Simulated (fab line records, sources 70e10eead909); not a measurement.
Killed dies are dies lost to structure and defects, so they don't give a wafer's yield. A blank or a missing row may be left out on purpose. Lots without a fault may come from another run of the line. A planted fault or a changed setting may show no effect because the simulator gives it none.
A struck lot beside a sound one | flow nand_harc | 37 steps out of a route of 1302
Sound: wafers L762.1, L762.2, L762.3. Struck: wafers L760.1, L760.3, L760.6. The cause comes at the end.
At each step with rows: each side's tool, then ch and its chambers, then its first start. Under that, the readings that differ: sound wafers | struck wafers | difference of the means | sigmas: that difference in standard deviations of wafers without a fault.
alike: readings whose means differ by less than 2 such deviations, and words and numbers that are the same on both sides. not compared: withheld readings, readings that some wafer has no value for, bounds like >300 that may hide the same value, and numbers for which the record gives no deviation and whose values overlap.
The two part at a step that has a row with sigmas, a row that says differs or no value, or rows on one side only. Numbers that don't overlap but have no deviation are shown without sigmas and don't part them. A reading that every wafer of one side lacks parts them only if that side has two wafers or more.

NHARC_A_ONON_D1_INSPECT_32:
  sound on defect_inspect-02, day 10 19:52; struck on defect_inspect-02, day 9 18:39
  alike: raw_defect_count
then, 10 steps without rows for these wafers: NHARC_A_CHANNEL_HOLE_D1_DEP_00 (deposits aC, target thk 3100 nm); NHARC_A_CHANNEL_HOLE_D1_DEP_01 (deposits SiON, target thk 140 nm); NHARC_A_CHANNEL_HOLE_D1_DEHYDRATE_02 (time 120 s); NHARC_A_CHANNEL_HOLE_D1_HMDS_03 (time 30 s); NHARC_A_CHANNEL_HOLE_D1_COAT_36 (time 75 s); NHARC_A_CHANNEL_HOLE_D1_COAT_37 (time 65 s); NHARC_A_CHANNEL_HOLE_D1_COAT_04 (resist thk 90 nm); NHARC_A_CHANNEL_HOLE_D1_SOFTBAKE_05 (time 55 s); NHARC_A_CHANNEL_HOLE_D1_EBR_06; NHARC_A_CHANNEL_HOLE_D1_EXPOSE_07 (exposes mask HOLE D1, target cd 100 nm).
NHARC_A_CHANNEL_HOLE_D1_PEB_08: peb time 65 s.
  sound on litho_track-01 ch 0, day 10 22:43; struck on litho_track-06 ch 0, day 9 22:55
  reading                | sound             | struck            | difference | sigmas
  resist_line_temp_C (C) | 23.01 23.00 23.13 | 22.82 22.79 22.80 | -0.24      | -2
then, 1 step without rows for these wafers: NHARC_A_CHANNEL_HOLE_D1_DEVELOP_09 (develop time 35 s).
NHARC_A_CHANNEL_HOLE_D1_CD_MEAS_10: target cd 100 nm.
  sound on cd_sem-02 ch 0, day 10 22:47; struck on cd_sem-03 ch 0, day 9 23:00
  reading    | sound             | struck            | difference | sigmas
  cd_nm (nm) | 100.8 100.6 100.6 | 103.1 102.6 102.4 | +2.0       | +4
NHARC_A_CHANNEL_HOLE_D1_OVL_MEAS_11:
  sound on overlay-02, day 10 22:53; struck on overlay-02, day 9 23:05
  reading           | sound          | struck         | difference | sigmas
  overlay_x_nm (nm) | -0.5 -1.0 -1.4 | 0.9 0.3 0.6    | +1.6       | +2
  overlay_y_nm (nm) | 0.5 0.7 0.1    | -1.2 -1.8 -1.4 | -1.9       | -2
NHARC_A_CHANNEL_HOLE_D1_INSPECT_12:
  sound on defect_inspect-02, day 10 22:55; struck on defect_inspect-01, day 9 23:08
  alike: raw_defect_count
NHARC_A_CHANNEL_HOLE_D1_DESCUM_15: chemistry O2, time 3 s.
  sound on rie_diel-10 ch 1,2,3, day 10 22:59; struck on rie_diel-09 ch 1,2,3, day 9 23:13
  reading                            | sound             | struck            | difference | sigmas
  model.A_CHANNEL_HOLE_D1.cd_nm (nm) | 100.5 100.3 100.5 | 102.8 101.4 101.6 | +1.5       |
  alike: drypump_motor_current_A, oes_product_au, rf_vpp_V, showerhead_plenum_p_Torr, throttle_valve_pct
  not compared: rf_hours_counter_h
then, 3 steps without rows for these wafers: NHARC_A_CHANNEL_HOLE_D1_ETCH_38 (etches the open film in CF4, target depth 39 nm, time 65 s); NHARC_A_CHANNEL_HOLE_D1_ETCH_39 (etches the open film in N2/H2, target depth 260 nm, time 325 s); NHARC_A_CHANNEL_HOLE_D1_ETCH_34 (etches the open film in CF4/CHF3, target depth 154 nm, time 77 s).
NHARC_A_CHANNEL_HOLE_D1_ETCH_16: etches the open film in O2/COS, target depth 3100 nm, time 806 s.
  sound on rie_diel-10 ch 0,2,3; struck on rie_diel-09 ch 0,3
  alike: drypump_motor_current_A, oes_product_au, rf_fwd_power_W, rf_vpp_V, showerhead_plenum_p_Torr, throttle_valve_pct
  not compared: rf_hours_counter_h
NHARC_A_CHANNEL_HOLE_D1_CD_MEAS_18:
  sound on cd_sem-01, day 11 00:06; struck on cd_sem-03, day 10 00:17
  alike: cd_nm
then, 2 steps without rows for these wafers: NHARC_A_CHANNEL_HOLE_D1_ETCH_19 (etches the open film in C4F8/O2/Ar, time 34.5 s); NHARC_A_CHANNEL_HOLE_D1_ETCH_20 (etches the open film in C4F8/O2/Ar, time 361.9 s, target depth 1600 nm).
NHARC_A_CHANNEL_HOLE_D1_ETCH_21: etches the open film in C4F8/O2/Ar, time 514.3 s, target depth 1600 nm.
  sound on har_etch-01 ch 0,1, day 11 00:36; struck on har_etch-02 ch 0,1, day 10 00:47
  alike: drypump_motor_current_A, showerhead_plenum_p_Torr, throttle_valve_pct
  not compared: rf_hours_counter_h
NHARC_A_CHANNEL_HOLE_D1_ETCH_22: etches the open film in C4F8/O2/Ar, time 666.7 s, target depth 1600 nm.
  sound on har_etch-01 ch 0,1, day 11 01:02; struck on har_etch-02 ch 0,1, day 10 01:14
  alike: drypump_motor_current_A, showerhead_plenum_p_Torr, throttle_valve_pct
  not compared: rf_hours_counter_h
then, 1 step without rows for these wafers: NHARC_A_CHANNEL_HOLE_D1_ETCH_23 (etches the open film in C4F8/O2/Ar, time 819 s, target depth 1600 nm).
NHARC_A_CHANNEL_HOLE_D1_ETCH_24: etches the open film in C4F8/O2/Ar, time 906.2 s, target depth 1500 nm.
  sound on har_etch-01 ch 0,1, day 11 02:18; struck on har_etch-02 ch 0,1, day 10 02:29
  alike: drypump_motor_current_A, showerhead_plenum_p_Torr, throttle_valve_pct
  not compared: rf_hours_counter_h
then, 1 step without rows for these wafers: NHARC_A_CHANNEL_HOLE_D1_ETCH_25 (etches the open film in C4F8/O2/Ar, time 1040.2 s, target depth 1500 nm).
NHARC_A_CHANNEL_HOLE_D1_ETCH_26: etches the open film in C4F8/O2/Ar, time 224.1 s, target depth 300 nm.
  sound on har_etch-01 ch 0,1, day 11 03:56; struck on har_etch-02 ch 0,1, day 10 04:08
  alike: drypump_motor_current_A, showerhead_plenum_p_Torr, throttle_valve_pct
  not compared: rf_hours_counter_h
then, 4 steps without rows for these wafers: NHARC_A_CHANNEL_HOLE_D1_ETCH_33 (etches the open film in C4F8/O2/Ar, time 90 s, target depth 400 nm); NHARC_A_CHANNEL_HOLE_D1_STRIP_41 (strips in N2/H2); NHARC_A_CHANNEL_HOLE_D1_STRIP_42 (strips in CF4/CHF3); NHARC_A_CHANNEL_HOLE_D1_STRIP_43 (strips in O2/COS).
NHARC_A_CHANNEL_HOLE_D1_ETCH_44: etches the open film in CF4/O2, target depth 140 nm, overetch 14 nm, time 77 s.
  sound on rie_diel-02 ch 0,1,2, day 11 04:53; struck on rie_diel-10 ch 0,2, day 10 05:34
  reading                            | sound             | struck            | difference | sigmas
  model.A_CHANNEL_HOLE_D1.cd_nm (nm) | 90.84 92.78 93.83 | 95.11 94.83 95.02 | +2.50      |
  alike: drypump_motor_current_A, oes_product_au, rf_fwd_power_W, rf_vpp_V, showerhead_plenum_p_Torr, throttle_valve_pct
  not compared: rf_hours_counter_h
then, 1 step without rows for these wafers: NHARC_A_CHANNEL_HOLE_D1_STRIP_27 (strips in O2).
NHARC_END_SORT_01:
  the record has rows for the sound wafers here (prober-02 ch 0, day 26 20:55) and none for the struck ones

WHERE THEY PART
First at NHARC_A_CHANNEL_HOLE_D1_PEB_08; last, within this record, at NHARC_END_SORT_01.

WHY: what the simulator had put in
Process parameter drift: litho_track-06, from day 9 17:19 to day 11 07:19, at NHARC_A_CHANNEL_HOLE_D1_PEB_08. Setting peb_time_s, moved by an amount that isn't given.
